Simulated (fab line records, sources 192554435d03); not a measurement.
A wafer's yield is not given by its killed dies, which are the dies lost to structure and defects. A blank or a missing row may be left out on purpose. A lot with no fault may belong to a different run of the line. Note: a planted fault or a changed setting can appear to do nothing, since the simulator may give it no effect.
fab line records | flow n5_finfet
record: lots: 6 | wafers: 18 | last_day: 15
route steps=1938 shown FIN_SAQP@96 PASSIVATION@1936
lots with no fault: from the same line, run without faults
start_h: hours from the record's opening day to when the first of the lot's shown wafers began | wait_h: hours elapsed since this lot's preceding step | " repeats the value in the row above | L1.1+2: a row that stands for several wafers | - value missing, or start not given | * or withheld: withheld | < > ~ a bound
route shown NAME@n: a module of which the file shows steps, and the number in the route of the first | usual: mean and standard deviation over wafers with no fault | same: alike in all rows | chamber/n: place in a boat | sites: per-site readings | _std_site: their standard deviation | _edge_site: the outer-site mean with the inner-site mean subtracted | radius_mm: how far each site lies from the wafer's centre | mask NAME#n: copy n | behind: the tool/chamber that last shaped the wafer | hold: why the lot went on hold/how many hours it stayed there/how the hold came to an end | device: names the non-switching transistor (n, p or np) | end of line: the route-end tests of the same wafers | a step with no rows: only its recipe | killed: at the first sort, the dies lost to defects and structure; wafer yield is something else | map: a wafer's dies, marking killed ones x, the rest . and places with no die _
set.NAME: the setting the step ran with; set.NAME@STEP: the setting that earlier step ran with | model.NAME: the simulator's own value behind a step, which no gauge read
a table for each step, a row for each wafer; lots at some steps of the route
services: the hour from which a tool's chamber was out of use, counted from the record's first day as start_h (under 0 if before that day), plus the number of hours and why
== steps ==
step: N5_FIN_SAQP_HM_DEP_03
recipe: material: SiNx | target_thk_a: 380 | temp_c: 400 | precursor: SiH4/NH3/N2 | pressure_torr: 1.5 | rf_w: 300 | time_s: 33.6
usual: heater_power_w: 757/92 | showerhead_plenum_p_Torr: 5.18/0.086 | throttle_valve_pct: 39.5/2.2
lot.wafer | tool     | chamber | start_h | wait_h | heater_power_w | showerhead_plenum_p_Torr | throttle_valve_pct
L564.1    | pecvd-02 | 1       | 39.80   | 0.2    | 786            | 5.23                     | 39.3
L564.2    | "        | 0       | "       | "      | 832            | 5.14                     | 42.5
L564.5    | "        | 2       | "       | "      | 959            | 5.11                     | 38.3
L566.1    | pecvd-04 | 1       | 51.63   | 0.2    | 643            | 5.34                     | 40.2
L566.2    | "        | 0       | "       | "      | 742            | 5.11                     | 38.1
L566.5    | "        | 2       | "       | "      | 580            | 5.14                     | 35.0
L569.2    | pecvd-01 | 2       | 70.40   | 0.2    | 937            | 5.22                     | 41.1
L569.3    | "        | 0       | "       | "      | 812            | 5.06                     | 39.3
L569.6    | "        | 0       | "       | "      | 817            | 5.08                     | 39.0
L571.2    | pecvd-02 | 2       | 82.12   | 0.2    | 861            | 5.12                     | 38.3
L571.3    | "        | 1       | "       | "      | 744            | 5.23                     | 39.3
L571.4    | "        | 0       | "       | "      | 852            | 5.16                     | 42.6
L572.1    | pecvd-04 | 2       | 88.47   | 0.2    | 700            | 5.15                     | 35.3
L572.3    | "        | 0       | "       | "      | 772            | 5.12                     | 38.5
L572.5    | "        | 1       | "       | "      | 713            | 5.33                     | 39.8
L574.3    | pecvd-04 | 0       | 101.45  | 0.1    | 716            | 5.11                     | 38.5
L574.4    | "        | 0       | "       | "      | 720            | 5.11                     | 38.7
L574.5    | "        | 2       | "       | "      | 693            | 5.14                     | 35.1
step: N5_FIN_SAQP_THK_MEAS_05
usual: thk_nm: 38.0/0.46
lot.wafer | tool          | chamber | start_h | wait_h | thk_nm
L564.1    | film_metro-01 | -       | 39.88   | 0.1    | 37.6
L564.2    | "             | -       | "       | "      | 37.6
L564.5    | "             | -       | "       | "      | 38.3
L566.1    | film_metro-02 | -       | 51.71   | 0.1    | 37.8
L566.2    | "             | -       | "       | "      | 38.0
L566.5    | "             | -       | "       | "      | 38.4
L569.2    | film_metro-01 | -       | 70.49   | 0.1    | 38.3
L569.3    | "             | -       | "       | "      | 37.9
L569.6    | "             | -       | "       | "      | 38.5
L571.2    | film_metro-01 | -       | 82.21   | 0.1    | 38.1
L571.3    | "             | -       | "       | "      | 37.7
L571.4    | "             | -       | "       | "      | 38.2
L572.1    | film_metro-02 | -       | 88.56   | 0.1    | 37.8
L572.3    | "             | -       | "       | "      | 37.5
L572.5    | "             | -       | "       | "      | 37.7
L574.3    | film_metro-02 | -       | 101.54  | 0.1    | 37.4
L574.4    | "             | -       | "       | "      | 37.6
L574.5    | "             | -       | "       | "      | 37.9
step: N5_FIN_SAQP_PECVD_47
recipe: material: a-Si | target_thk_a: 450 | temp_c: 400 | precursor: SiH4/He | pressure_torr: 3 | rf_w: 100 | time_s: 36.3
usual: heater_power_w: 831/84 | showerhead_plenum_p_Torr: 5.70/0.064 | throttle_valve_pct: 18.0/0.98
lot.wafer | tool     | chamber | start_h | wait_h | heater_power_w | showerhead_plenum_p_Torr | throttle_valve_pct
L564.1    | pecvd-01 | 1       | 39.92   | 0.0    | 752            | 5.77                     | 19.5
L564.2    | "        | 2       | "       | "      | 990            | 5.72                     | 18.6
L564.5    | "        | 2       | "       | "      | 977            | 5.71                     | 18.4
L566.1    | pecvd-04 | 2       | 51.75   | 0.0    | 761            | 5.67                     | 15.9
L566.2    | "        | 0       | "       | "      | 755            | 5.63                     | 17.6
L566.5    | "        | 1       | "       | "      | 812            | 5.81                     | 18.4
L569.2    | pecvd-04 | 1       | 70.52   | 0.0    | 795            | 5.82                     | 18.3
L569.3    | "        | 2       | "       | "      | 704            | 5.67                     | 16.2
L569.6    | "        | 1       | "       | "      | 800            | 5.81                     | 18.2
L571.2    | pecvd-02 | 0       | 82.24   | 0.0    | 862            | 5.66                     | 19.5
L571.3    | "        | 1       | "       | "      | 826            | 5.72                     | 17.8
L571.4    | "        | 2       | "       | "      | 971            | 5.65                     | 17.5
L572.1    | pecvd-01 | 0       | 88.60   | 0.0    | 866            | 5.62                     | 18.0
L572.3    | "        | 2       | "       | "      | 925            | 5.73                     | 18.3
L572.5    | "        | 1       | "       | "      | 731            | 5.77                     | 19.5
L574.3    | pecvd-02 | 0       | 101.58  | 0.0    | 948            | 5.68                     | 19.6
L574.4    | "        | 2       | "       | "      | 1005           | 5.64                     | 17.7
L574.5    | "        | 1       | "       | "      | 758            | 5.72                     | 17.9
step: N5_FIN_SAQP_PECVD_48
recipe: material: SiNx | target_thk_a: 250 | temp_c: 400 | precursor: SiH4/NH3/N2 | pressure_torr: 1.5 | rf_w: 300 | time_s: 22.1
usual: heater_power_w: 751/92 | showerhead_plenum_p_Torr: 5.19/0.087 | throttle_valve_pct: 39.5/2.2
lot.wafer | tool     | chamber | start_h | wait_h | heater_power_w | showerhead_plenum_p_Torr | throttle_valve_pct
L564.1    | pecvd-01 | 1       | 39.96   | 0.0    | 711            | 5.28                     | 42.7
L564.2    | "        | 2       | "       | "      | 857            | 5.21                     | 40.5
L564.5    | "        | 2       | "       | "      | 841            | 5.22                     | 40.5
L566.1    | pecvd-04 | 2       | 51.79   | 0.0    | 649            | 5.15                     | 35.2
L566.2    | "        | 0       | "       | "      | 753            | 5.12                     | 38.1
L566.5    | "        | 1       | "       | "      | 687            | 5.35                     | 40.4
L569.2    | pecvd-04 | 1       | 70.59   | 0.0    | 697            | 5.34                     | 40.1
L569.3    | "        | 2       | "       | "      | 628            | 5.14                     | 35.2
L569.6    | "        | 1       | "       | "      | 703            | 5.35                     | 40.3
L571.2    | pecvd-02 | 0       | 82.28   | 0.0    | 779            | 5.14                     | 42.5
L571.3    | "        | 1       | "       | "      | 728            | 5.22                     | 39.4
L571.4    | "        | 2       | "       | "      | 820            | 5.12                     | 38.1
L572.1    | pecvd-01 | 0       | 88.64   | 0.0    | 824            | 5.06                     | 39.0
L572.3    | "        | 2       | "       | "      | 855            | 5.22                     | 40.3
L572.5    | "        | 1       | "       | "      | 692            | 5.27                     | 42.7
L574.3    | pecvd-02 | 0       | 101.62  | 0.0    | 804            | 5.14                     | 42.7
L574.4    | "        | 2       | "       | "      | 938            | 5.12                     | 38.1
L574.5    | "        | 1       | "       | "      | 689            | 5.22                     | 39.4
step: N5_FIN_SAQP_PECVD_06
recipe: material: a-Si | target_thk_a: 600 | temp_c: 400 | precursor: SiH4/He | pressure_torr: 3 | rf_w: 100 | time_s: 48.1
usual: heater_power_w: 825/94 | showerhead_plenum_p_Torr: 5.70/0.065 | throttle_valve_pct: 18.0/0.99
lot.wafer | tool     | chamber | start_h | wait_h | heater_power_w | showerhead_plenum_p_Torr | throttle_valve_pct
L564.1    | pecvd-01 | 1       | 40.00   | 0.0    | 755            | 5.78                     | 19.4
L564.2    | "        | 2       | "       | "      | 949            | 5.72                     | 18.5
L564.5    | "        | 2       | "       | "      | 964            | 5.72                     | 18.5
L566.1    | pecvd-04 | 2       | 51.83   | 0.0    | 748            | 5.67                     | 16.0
L566.2    | "        | 0       | "       | "      | 815            | 5.67                     | 17.2
L566.5    | "        | 1       | "       | "      | 802            | 5.82                     | 17.9
L569.2    | pecvd-04 | 1       | 70.65   | 0.0    | 830            | 5.81                     | 18.4
L569.3    | "        | 2       | "       | "      | 658            | 5.69                     | 16.0
L569.6    | "        | 1       | "       | "      | 835            | 5.81                     | 18.3
L571.2    | pecvd-02 | 1       | 82.32   | 0.0    | 762            | 5.71                     | 17.9
L571.3    | "        | 2       | "       | "      | 1000           | 5.65                     | 17.5
L571.4    | "        | 0       | "       | "      | 944            | 5.67                     | 19.4
L572.1    | pecvd-01 | 0       | 88.68   | 0.0    | 860            | 5.61                     | 17.6
L572.3    | "        | 2       | "       | "      | 914            | 5.72                     | 18.3
L572.5    | "        | 1       | "       | "      | 676            | 5.74                     | 19.6
L574.3    | pecvd-02 | 0       | 101.66  | 0.0    | 827            | 5.67                     | 19.3
L574.4    | "        | 2       | "       | "      | 958            | 5.65                     | 17.6
L574.5    | "        | 1       | "       | "      | 758            | 5.74                     | 18.0
step: N5_FIN_SAQP_THK_MEAS_07
usual: thk_nm: 60.0/0.83
lot.wafer | tool          | chamber | start_h | wait_h | thk_nm
L564.1    | film_metro-02 | -       | 40.09   | 0.1    | 59.9
L564.2    | "             | -       | "       | "      | 59.0
L564.5    | "             | -       | "       | "      | 60.8
L566.1    | film_metro-01 | -       | 51.92   | 0.1    | 58.7
L566.2    | "             | -       | "       | "      | 58.5
L566.5    | "             | -       | "       | "      | 60.2
L569.2    | film_metro-01 | -       | 70.76   | 0.1    | 58.9
L569.3    | "             | -       | "       | "      | 59.7
L569.6    | "             | -       | "       | "      | 60.3
L571.2    | film_metro-01 | -       | 82.44   | 0.1    | 61.1
L571.3    | "             | -       | "       | "      | 60.5
L571.4    | "             | -       | "       | "      | 60.7
L572.1    | film_metro-02 | -       | 88.77   | 0.1    | 57.8
L572.3    | "             | -       | "       | "      | 58.5
L572.5    | "             | -       | "       | "      | 60.2
L574.3    | film_metro-01 | -       | 101.75  | 0.1    | 59.0
L574.4    | "             | -       | "       | "      | 60.0
L574.5    | "             | -       | "       | "      | 61.2
step: N5_FIN_SAQP_HM_DEP_72
recipe: material: SiO2 | target_thk_a: 120 | temp_c: 400 | precursor: SiH4/N2O | pressure_torr: 0.75 | rf_w: 275 | time_s: 7.2
usual: heater_power_w: 778/92 | showerhead_plenum_p_Torr: 8.23/0.16
lot.wafer | tool     | chamber | start_h | wait_h | heater_power_w | showerhead_plenum_p_Torr
L564.1    | pecvd-04 | 1       | 40.13   | 0.0    | 760            | 8.54
L564.2    | "        | 0       | "       | "      | 766            | 8.10
L564.5    | "        | 1       | "       | "      | 747            | 8.54
L566.1    | pecvd-01 | 0       | 51.96   | 0.0    | 746            | 7.98
L566.2    | "        | 2       | "       | "      | 907            | 8.29
L566.5    | "        | 1       | "       | "      | 660            | 8.42
L569.2    | pecvd-02 | 0       | 70.80   | 0.0    | 822            | 8.14
L569.3    | "        | 1       | "       | "      | 702            | 8.32
L569.6    | "        | 2       | "       | "      | 866            | 8.11
L571.2    | pecvd-02 | 0       | 82.48   | 0.0    | 849            | 8.15
L571.3    | "        | 0       | "       | "      | 810            | 8.18
L571.4    | "        | 1       | "       | "      | 754            | 8.32
L572.1    | pecvd-04 | 2       | 88.81   | 0.0    | 623            | 8.15
L572.3    | "        | 0       | "       | "      | 784            | 8.08
L572.5    | "        | 2       | "       | "      | 615            | 8.15
L574.3    | pecvd-04 | 2       | 101.79  | 0.0    | 615            | 8.17
L574.4    | "        | 1       | "       | "      | 694            | 8.55
L574.5    | "        | 0       | "       | "      | 798            | 8.09
step: N5_FIN_SAQP_COAT_49
recipe: resist: SOC | temp_c: 250 | time_s: 60 | spin_rpm: 1500 | resist_thk_nm: 100
step: N5_FIN_SAQP_COAT_50
recipe: resist: SiARC | temp_c: 220 | time_s: 60 | spin_rpm: 1500 | resist_thk_nm: 35
step: N5_FIN_SAQP_COAT_10
recipe: resist: CAR-ArF | spin_rpm: 1500 | resist_thk_nm: 90
step: N5_FIN_SAQP_EBR_12
recipe: solvent: PGMEA | ebr_width_mm: 1.5
step: N5_FIN_SAQP_SOFTBAKE_11
recipe: temp_c: 110 | time_s: 60 | resist: CAR-ArF
step: N5_FIN_SAQP_EXPOSE_13
recipe: mask_id: FIN_CORE | na: 1.35 | source_shape: dipole | sigma_inner: 0.538 | sigma_outer: 0.738 | polarization: te | target_cd_nm: 35.6 | dose_mj: 63.25
usual: exposure_dose_mJ_cm2: 63.20/0.066 | focus_offset_nm: 0.1/0.52
lot.wafer | tool            | chamber | start_h | wait_h | mask       | exposure_dose_mJ_cm2 | focus_offset_nm
L564.1    | arfi_scanner-02 | 0       | 40.47   | -      | FIN_CORE#0 | 63.19                | 0.5
L564.2    | "               | 0       | "       | "      | FIN_CORE#0 | 63.25                | 0.3
L564.5    | "               | 0       | "       | "      | FIN_CORE#0 | 63.29                | 0.2
L566.1    | arfi_scanner-03 | 0       | 52.28   | -      | FIN_CORE#0 | 63.19                | 0.1
L566.2    | "               | 0       | "       | "      | FIN_CORE#0 | 63.18                | -0.2
L566.5    | "               | 0       | "       | "      | FIN_CORE#0 | 63.24                | -0.4
L569.2    | arfi_scanner-03 | 0       | 71.00   | -      | FIN_CORE#0 | 64.77                | 0.4
L569.3    | "               | 0       | "       | "      | FIN_CORE#0 | 64.80                | -0.4
L569.6    | "               | 0       | "       | "      | FIN_CORE#0 | 64.83                | 0.9
L571.2    | arfi_scanner-03 | 0       | 82.83   | -      | FIN_CORE#0 | 64.41                | -0.5
L571.3    | "               | 0       | "       | "      | FIN_CORE#0 | 64.50                | 0.0
L571.4    | "               | 0       | "       | "      | FIN_CORE#0 | 64.43                | 0.6
L572.1    | arfi_scanner-01 | 0       | 89.12   | -      | FIN_CORE#0 | 63.14                | 0.3
L572.3    | "               | 0       | "       | "      | FIN_CORE#0 | 63.19                | -1.0
L572.5    | "               | 0       | "       | "      | FIN_CORE#0 | 63.25                | -0.2
L574.3    | arfi_scanner-01 | 0       | 102.12  | -      | FIN_CORE#0 | 63.15                | -0.3
L574.4    | "               | 0       | "       | "      | FIN_CORE#0 | 63.16                | -0.2
L574.5    | "               | 0       | "       | "      | FIN_CORE#0 | 63.21                | -0.2
step: N5_FIN_SAQP_PEB_14
recipe: peb_temp_c: withheld | peb_time_s: 60 | resist: CAR-ArF
step: N5_PASSIVATION_PROBE_49
usual: defect_limited_yield: 91.7/1.5 | killed_at_M0_to_M3: 32/9.6 | killed_at_M4_up: 13/5.3 | killed_at_contacts: 12/6.8 | killed_at_front_end: 36/9.8 | killed_at_other: 4/3.1 | killed_dies: 98/17 | killed_open: 65/13 | killed_short: 32/8.5 | sort_bin_5_function: 4.9/0.93 | sort_bin_6_memory: 3.2/0.67 | sort_bin_8_speed: 0.00/0.02 | sort_n_pass: 1082/17 | sort_yield_pct: 91.7/1.4
same: gross_dies: 1180 | killed_at_back_side: 0 | sort_bin_4_leakage[%]: 0
lot.wafer | tool      | chamber | start_h | wait_h | defect_limited_yield[%] | killed_at_M0_to_M3 | killed_at_M4_up | killed_at_contacts | killed_at_front_end | killed_at_other | killed_dies | killed_open | killed_short | sort_bin_5_function[%] | sort_bin_6_memory[%] | sort_bin_8_speed[%] | sort_n_pass | sort_yield_pct[%]
L566.1    | prober-01 | -       | 294.63  | 0.0    | 93.8                    | 17                 | 16              | 13                 | 25                  | 2               | 73          | 55          | 16           | 3.3                    | 2.5                  | 0                   | 1107        | 93.8
L566.2    | prober-01 | -       | 294.68  | 0.1    | 93.1                    | 33                 | 13              | 15                 | 16                  | 5               | 82          | 60          | 22           | 4.6                    | 2.0                  | 0                   | 1098        | 93.1
L566.5    | prober-01 | -       | 294.83  | 0.2    | 94.4                    | 26                 | 16              | 2                  | 15                  | 7               | 66          | 41          | 22           | 3.2                    | 2.1                  | 0                   | 1114        | 94.4
L572.1    | prober-02 | -       | 329.85  | 0.0    | 92.1                    | 44                 | 17              | 7                  | 23                  | 2               | 93          | 62          | 31           | 4.9                    | 2.5                  | 0                   | 1087        | 92.1
L572.3    | prober-02 | -       | 329.95  | 0.1    | 92.0                    | 42                 | 9               | 15                 | 28                  | 0               | 94          | 63          | 31           | 4.7                    | 3.1                  | 0                   | 1086        | 92.0
L572.5    | prober-02 | -       | 330.05  | 0.2    | 90.7                    | 50                 | 11              | 12                 | 36                  | 1               | 110         | 84          | 26           | 4.7                    | 4.4                  | 0                   | 1070        | 90.7
killed by level:class
L566.1 MOL_CONTACT_COAG:geometric_particle:open=10 STI_FIN_REVEAL:geometric_particle:open=9 BEOL_M4:geometric_particle:open=8 BEOL_M2:geometric_particle:open=5 STARTING-WAFER:geometric_particle:open=4 FIN_SAQP:geometric_particle:open=3 FIN_SAQP:geometric_particle:short=3 MOL_CONTACT_COAG:geometric_particle:short=3
L566.2 MOL_CONTACT_COAG:geometric_particle:open=13 BEOL_M2:geometric_particle:open=10 STI_FIN_REVEAL:geometric_particle:open=7 BEOL_M0_SAQP:geometric_particle:short=6 BEOL_M1:geometric_particle:open=6 BEOL_M0_SAQP:geometric_particle:open=5 BEOL_M6:geometric_particle:open=4 BEOL_M4:geometric_particle:open=3
L566.5 BEOL_M2:geometric_particle:open=8 BEOL_M1:geometric_particle:open=6 STI_FIN_REVEAL:geometric_particle:open=4 BEOL_M0_SAQP:geometric_particle:short=3 BEOL_M3:geometric_particle:open=3 BEOL_M4:geometric_particle:open=3 BEOL_M5:geometric_particle:open=3 STARTING-WAFER:geometric_particle:short=3
L572.1 BEOL_M0_SAQP:geometric_particle:short=16 BEOL_M0_SAQP:geometric_particle:open=9 BEOL_M3:geometric_particle:open=9 BEOL_M4:geometric_particle:open=7 STI_FIN_REVEAL:geometric_particle:open=6 MOL_CONTACT_COAG:geometric_particle:open=6 FIN_SAQP:geometric_particle:open=5 BEOL_M0:geometric_particle:open=4
L572.3 MOL_CONTACT_COAG:geometric_particle:open=14 BEOL_M0_SAQP:geometric_particle:short=12 BEOL_M0_SAQP:geometric_particle:open=9 STI_FIN_REVEAL:geometric_particle:open=8 BEOL_M4:geometric_particle:open=8 BEOL_M3:geometric_particle:open=7 BEOL_M1:geometric_particle:open=6 BEOL_M3:geometric_particle:short=6
L572.5 STI_FIN_REVEAL:geometric_particle:open=14 BEOL_M3:geometric_particle:open=12 MOL_CONTACT_COAG:geometric_particle:open=11 BEOL_M0_SAQP:geometric_particle:short=10 BEOL_M0:geometric_particle:open=9 FIN_SAQP:geometric_particle:open=7 BEOL_M0_SAQP:geometric_particle:open=7 FIN_SAQP:geometric_particle:short=6
== services ==
tool            | chamber | start_h | hours | kind
pecvd-04        | 2       | 21.15   | -     | clean
pecvd-04        | 2       | 21.15   | -     | consumable_replace:showerhead
pecvd-04        | 2       | 21.15   | 29.0  | scheduled_down
pecvd-04        | 2       | 21.15   | 29.0  | vent_cycle
arfi_scanner-01 | -       | 39.27   | 1.0   | pm
arfi_scanner-01 | -       | 45.66   | 6.6   | repair
arfi_scanner-03 | -       | 48.20   | 1.0   | pm
pecvd-04        | 2       | 52.32   | 3.7   | repair
arfi_scanner-01 | 0       | 55.53   | -     | calibration
arfi_scanner-02 | -       | 58.30   | 1.0   | pm
arfi_scanner-01 | -       | 59.06   | 1.3   | pm
arfi_scanner-03 | -       | 64.63   | 0.8   | pm
pecvd-04        | 0       | 68.97   | 5.5   | scheduled_down
arfi_scanner-02 | -       | 76.17   | 2.3   | repair
pecvd-04        | -       | 81.37   | 1.5   | repair
pecvd-04        | 1       | 90.78   | 7.1   | repair
arfi_scanner-01 | -       | 92.74   | 1.0   | pm
arfi_scanner-02 | -       | 93.21   | 1.3   | pm
== key ==
first_sign: step: N5_FIN_SAQP_EXPOSE_13 | reading: exposure_dose_mJ_cm2 | direction: up | sigmas: 22 | usual: 63.20 | struck: 64.62
effect none on later readings
met_at N5_FIN_SAQP_EXPOSE_13
struck_wafers L569.2,L569.3,L569.6,L571.2,L571.3,L571.4
rows_end L571.2,L571.3,L571.4
loop_trim: step: N5_FIN_SAQP_EXPOSE_13 | setting: dose | lots: L571
onset_between 52.28 71.00
fault: kind: process_parameter_drift | tool: arfi_scanner-03 | chamber: - | onset_h: 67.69 | steps: N5_FIN_SAQP_EXPOSE_13 | channel: dose_mj | offset: 1.6699 | shape: step | acts_in: these_recipes_only | stated: 63.25
rows_end: these wafers met a further fault down the route, and their rows from its step on are left out
loop_trim: a control loop set the setting to another value than it would have without faults
